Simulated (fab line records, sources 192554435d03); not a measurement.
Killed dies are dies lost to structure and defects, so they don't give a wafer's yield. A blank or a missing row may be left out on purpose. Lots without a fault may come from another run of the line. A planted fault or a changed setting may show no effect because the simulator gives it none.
Which tool did it? | flow n5_finfet | 24 lots, 72 wafers sampled, at 5 steps of a route of 1938

WHAT THE GAUGES READ, wafer by wafer
N5_BEOL_M9_CD_MEAS_11: target cd 64.1 nm.
lot  | measured     | on        | cd_nm (nm)
L074 | day 9 15:17  | cd_sem-02 | 64.1 63.9 64.0
L075 | day 10 01:11 | cd_sem-02 | 64.8 64.8 64.3
L076 | day 10 12:07 | cd_sem-03 | 63.8 64.0 63.5
L077 | day 10 12:10 | cd_sem-02 | 64.8 63.9 63.8
L078 | day 10 20:44 | cd_sem-02 | 64.5 64.6 64.0
L079 | day 10 23:20 | cd_sem-03 | 63.7 63.9 64.0
L080 | day 11 03:51 | cd_sem-02 | 64.1 63.8 64.0
L081 | day 11 07:01 | cd_sem-02 | 64.0 63.8 63.3
L083 | day 11 14:36 | cd_sem-02 | 64.6 64.0 64.3
L082 | day 11 14:46 | cd_sem-03 | 64.9 64.6 64.3
L084 | day 12 02:49 | cd_sem-03 | 63.3 63.7 63.7
L085 | day 12 11:45 | cd_sem-01 | 64.3 64.0 64.8
L086 | day 12 15:20 | cd_sem-02 | 63.7 63.9 64.7
L087 | day 12 19:45 | cd_sem-03 | 64.4 64.3 63.9
L089 | day 13 07:30 | cd_sem-03 | 63.9 64.4 64.2
L090 | day 13 15:04 | cd_sem-01 | 63.3 63.8 63.5
L088 | day 13 18:20 | cd_sem-03 | 63.9 64.4 63.9
L093 | day 14 00:19 | cd_sem-03 | 63.8 64.2 64.2
L091 | day 14 06:40 | cd_sem-03 | 64.2 63.9 64.1
L092 | day 14 10:30 | cd_sem-03 | 63.6 63.5 63.8
L094 | day 14 12:40 | cd_sem-03 | 64.0 63.8 64.4
L095 | day 14 19:41 | cd_sem-01 | 63.1 63.4 63.4
L096 | day 15 13:37 | cd_sem-01 | 63.3 63.9 63.6
L097 | day 15 22:34 | cd_sem-03 | 63.1 63.6 63.4

N5_BEOL_M9_OCD_MEAS_38.
lot  | measured     | on     | trench_depth_nm (nm)
L074 | day 9 16:56  | ocd-01 | 151.9 151.1 153.0
L075 | day 10 03:04 | ocd-02 | 152.7 153.9 148.5
L076 | day 10 14:01 | ocd-02 | 151.2 154.6 154.1
L077 | day 10 13:44 | ocd-01 | 152.1 149.1 152.2
L078 | day 10 23:10 | ocd-02 | 149.3 149.9 150.0
L079 | day 11 00:53 | ocd-02 | 149.1 150.0 151.0
L080 | day 11 06:56 | ocd-01 | 150.8 150.2 150.6
L081 | day 11 10:39 | ocd-02 | 150.4 150.2 148.2
L083 | day 11 16:22 | ocd-01 | 152.2 149.8 149.8
L082 | day 11 16:32 | ocd-01 | 153.3 148.9 155.3
L084 | day 12 04:32 | ocd-01 | 148.7 151.6 150.0
L085 | day 12 16:38 | ocd-02 | 149.2 150.9 148.2
L086 | day 12 19:22 | ocd-02 | 153.7 149.9 152.6
L087 | day 13 02:34 | ocd-01 | 156.5 149.9 151.9
L089 | day 13 09:22 | ocd-02 | 148.2 152.4 148.0
L090 | day 13 17:34 | ocd-02 | 148.6 153.7 155.7
L088 | day 13 20:01 | ocd-02 | 153.1 149.5 151.7
L093 | day 14 01:59 | ocd-02 | 149.3 148.7 152.0
L091 | day 14 09:22 | ocd-02 | 151.1 148.3 154.9
L092 | day 14 12:10 | ocd-02 | 146.7 153.5 147.0
L094 | day 14 14:29 | ocd-02 | 149.7 151.6 156.5
L095 | day 14 22:35 | ocd-02 | 152.2 149.5 149.7
L096 | day 15 15:52 | ocd-01 | 150.8 150.5 149.7
L097 | day 16 01:41 | ocd-01 | 150.4 152.5 152.2

N5_BEOL_M9_INSPECT_58: inspects for defects (darkfield).
lot  | measured     | on                | raw_defect_count
L074 | day 9 22:55  | defect_inspect-01 | 71 52 65
L075 | day 10 08:13 | defect_inspect-01 | 35 79 40
L076 | day 10 19:51 | defect_inspect-02 | 36 57 44
L077 | day 10 18:07 | defect_inspect-02 | 62 41 68
L078 | day 11 01:54 | defect_inspect-01 | 182 82 50
L079 | day 11 02:57 | defect_inspect-02 | 55 57 58
L080 | day 11 09:56 | defect_inspect-02 | 53 43 51
L081 | day 11 14:04 | defect_inspect-02 | 70 65 79
L083 | day 11 20:58 | defect_inspect-02 | 59 95 96
L082 | day 11 21:26 | defect_inspect-02 | 109 91 95
L084 | day 12 07:49 | defect_inspect-01 | 56 53 93
L085 | day 12 19:16 | defect_inspect-02 | 77 85 80
L086 | day 12 22:11 | defect_inspect-01 | 85 78 134
L087 | day 13 05:29 | defect_inspect-02 | 33 34 48
L089 | day 13 11:53 | defect_inspect-01 | 58 50 66
L090 | day 13 20:16 | defect_inspect-02 | 56 67 103
L088 | day 13 22:19 | defect_inspect-01 | 107 61 73
L093 | day 14 05:09 | defect_inspect-02 | 52 63 48
L091 | day 14 13:03 | defect_inspect-01 | 48 48 100
L092 | day 14 15:53 | defect_inspect-01 | 58 28 54
L094 | day 14 17:13 | defect_inspect-01 | 78 75 103
L095 | day 15 01:29 | defect_inspect-01 | 88 39 67
L096 | day 15 18:07 | defect_inspect-01 | 58 102 67
L097 | day 16 06:44 | defect_inspect-02 | 46 42 24

WHICH TOOL RAN EACH LOT (tool, then ch and the chambers of the sampled wafers, then the start)
lot  | N5_BEOL_M9_STRIP_36                | N5_BEOL_M9_PRE_CLEAN_45
L074 | rie_diel-02 ch 1,3, day 9 16:43    | pvd_sputter-02, day 9 17:45
L075 | rie_diel-02 ch 0,1,3, day 10 02:50 | pvd_sputter-03, day 10 03:53
L076 | rie_diel-02 ch 0,1,3, day 10 13:48 | pvd_sputter-01, day 10 14:35
L077 | rie_diel-04 ch 2,3, day 10 13:31   | pvd_sputter-03, day 10 14:27
L078 | rie_diel-04 ch 1,3, day 10 22:56   | pvd_sputter-02, day 10 23:58
L079 | rie_diel-04 ch 0,1,2, day 11 00:40 | pvd_sputter-01, day 11 01:26
L080 | rie_diel-03 ch 0,2,3, day 11 06:43 | pvd_sputter-03, day 11 07:48
L081 | rie_diel-04 ch 0,3, day 11 10:26   | pvd_sputter-02, day 11 11:19
L083 | rie_diel-04 ch 1,2,3, day 11 16:10 | pvd_sputter-03, day 11 16:56
L082 | rie_diel-02 ch 0,2,3, day 11 16:19 | pvd_sputter-02, day 11 18:13
L084 | rie_diel-04 ch 2,3, day 12 04:19   | pvd_sputter-02, day 12 05:53
L085 | rie_diel-04 ch 1,2,3, day 12 16:25 | pvd_sputter-02, day 12 17:11
L086 | rie_diel-04 ch 0,2, day 12 19:10   | pvd_sputter-02, day 12 20:33
L087 | rie_diel-03 ch 0,1,2, day 13 02:21 | pvd_sputter-02, day 13 03:11
L089 | rie_diel-04 ch 0,1,2, day 13 09:08 | pvd_sputter-03, day 13 10:06
L090 | rie_diel-02 ch 0,2,3, day 13 17:21 | pvd_sputter-03, day 13 18:11
L088 | rie_diel-04 ch 0,2, day 13 19:49   | pvd_sputter-01, day 13 20:43
L093 | rie_diel-04 ch 0,1,2, day 14 01:46 | pvd_sputter-03, day 14 02:55
L091 | rie_diel-04 ch 1,2,3, day 14 09:09 | pvd_sputter-01, day 14 10:28
L092 | rie_diel-04 ch 1,3, day 14 11:56   | pvd_sputter-01, day 14 12:52
L094 | rie_diel-03 ch 0,1, day 14 14:16   | pvd_sputter-03, day 14 15:10
L095 | rie_diel-02 ch 0,1, day 14 22:22   | pvd_sputter-02, day 14 23:23
L096 | rie_diel-03 ch 2,3, day 15 15:38   | pvd_sputter-03, day 15 16:35
L097 | rie_diel-04 ch 2,3, day 16 01:28   | pvd_sputter-01, day 16 04:50
- N5_BEOL_M9_STRIP_36: strips in N2/H2.
- N5_BEOL_M9_PRE_CLEAN_45: time 30 s.

WHAT THE TOOLS THEMSELVES READ (means of the sampled wafers that have a number; where no wafer has one, the mark that the record gives instead)
N5_BEOL_M9_STRIP_36.
lot  | tool        | bias_power_w (W) | drypump_motor_current_A (A) | oes_product_au (a.u.) | rf_vpp_V (V) | showerhead_plenum_p_Torr (Torr) | throttle_valve_pct (%)
L074 | rie_diel-02 | 7.017            | 6.1                         | 0.88                  | 59.6         | 2.51                            | 23.22
L075 | rie_diel-02 | 6.976            | 5.9                         | 0.81                  | 59.4         | 2.49                            | 23.47
L076 | rie_diel-02 | 6.999            | 5.9                         | 0.81                  | 57.7         | 2.49                            | 23.46
L077 | rie_diel-04 | 6.997            | 5.7                         | 0.86                  | 59.4         | 2.49                            | 23.63
L078 | rie_diel-04 | 7.013            | 6.0                         | 0.73                  | 60.1         | 2.59                            | 23.67
L079 | rie_diel-04 | 7.001            | 5.8                         | 0.79                  | 59.1         | 2.55                            | 23.66
L080 | rie_diel-03 | 6.991            | 6.2                         | 0.74                  | 59.2         | 2.43                            | 23.68
L081 | rie_diel-04 | 7.006            | 5.6                         | 0.69                  | 59.4         | 2.51                            | 23.87
L083 | rie_diel-04 | 6.995            | 5.9                         | 0.78                  | 59.5         | 2.54                            | 23.67
L082 | rie_diel-02 | 6.993            | 5.7                         | 0.85                  | 58.9         | 2.54                            | 23.42
L084 | rie_diel-04 | 7.004            | 5.7                         | 0.84                  | 59.4         | 2.49                            | 23.66
L085 | rie_diel-04 | 7.008            | 5.9                         | 0.77                  | 58.6         | 2.54                            | 23.67
L086 | rie_diel-04 | 6.994            | 5.7                         | 0.83                  | 58.5         | 2.49                            | 23.67
L087 | rie_diel-03 | 6.990            | 5.7                         | 0.78                  | 59.0         | 2.47                            | 23.55
L089 | rie_diel-04 | 6.999            | 5.8                         | 0.76                  | 57.5         | 2.54                            | 23.68
L090 | rie_diel-02 | 7.003            | 5.7                         | 0.83                  | 58.3         | 2.53                            | 23.44
L088 | rie_diel-04 | 7.011            | 5.7                         | 0.82                  | 59.7         | 2.49                            | 23.66
L093 | rie_diel-04 | 7.000            | 5.8                         | 0.76                  | 59.6         | 2.53                            | 23.70
L091 | rie_diel-04 | 7.031            | 5.9                         | 0.87                  | 59.7         | 2.53                            | 23.55
L092 | rie_diel-04 | 6.997            | 6.0                         | 0.81                  | 58.6         | 2.58                            | 23.59
L094 | rie_diel-03 | 6.990            | 5.6                         | 0.78                  | 59.2         | 2.46                            | 23.45
L095 | rie_diel-02 | 7.005            | 5.7                         | 0.72                  | 60.3         | 2.45                            | 23.69
L096 | rie_diel-03 | 7.008            | 6.2                         | 0.71                  | 59.0         | 2.42                            | 23.87
L097 | rie_diel-04 | 7.028            | 5.7                         | 0.89                  | 58.5         | 2.48                            | 23.57

N5_BEOL_M9_PRE_CLEAN_45.
lot  | tool           | heater_power_w (W)
L074 | pvd_sputter-02 | 359
L075 | pvd_sputter-03 | 317
L076 | pvd_sputter-01 | 353
L077 | pvd_sputter-03 | 331
L078 | pvd_sputter-02 | 356
L079 | pvd_sputter-01 | 352
L080 | pvd_sputter-03 | 311
L081 | pvd_sputter-02 | 378
L083 | pvd_sputter-03 | 319
L082 | pvd_sputter-02 | 370
L084 | pvd_sputter-02 | 359
L085 | pvd_sputter-02 | 356
L086 | pvd_sputter-02 | 330
L087 | pvd_sputter-02 | 359
L089 | pvd_sputter-03 | 318
L090 | pvd_sputter-03 | 334
L088 | pvd_sputter-01 | 332
L093 | pvd_sputter-03 | 316
L091 | pvd_sputter-01 | 331
L092 | pvd_sputter-01 | 338
L094 | pvd_sputter-03 | 334
L095 | pvd_sputter-02 | 341
L096 | pvd_sputter-03 | 318
L097 | pvd_sputter-01 | 343

THE ANSWER, worked out from the rows above alone
Rule: what is usual is taken from the lots themselves. Put in order of their means at a reading, lots are off if they are a third of the lots or fewer, leave a main group of 4 or more, and stand apart from it by a gap of 3 or more times the standard deviation of the main group's means; of several such gaps the widest counts. A main group whose means are all the same, to the digits that the tables above print for the reading, isn't used. A lot without any number at a reading at which 4 lots or more have one is off too. The other lots that the step has rows for count as sound. The gauges are gone through in route order, then the tools' own readings, and for those a lot's mean is taken as printed above. The first step at which some lot is off is used, and at that step the reading that is off furthest; a lot without a number counts as furthest.
No lot is off at any reading shown: from this, nothing can be told.

WHAT THE SIMULATOR HAD PUT IN
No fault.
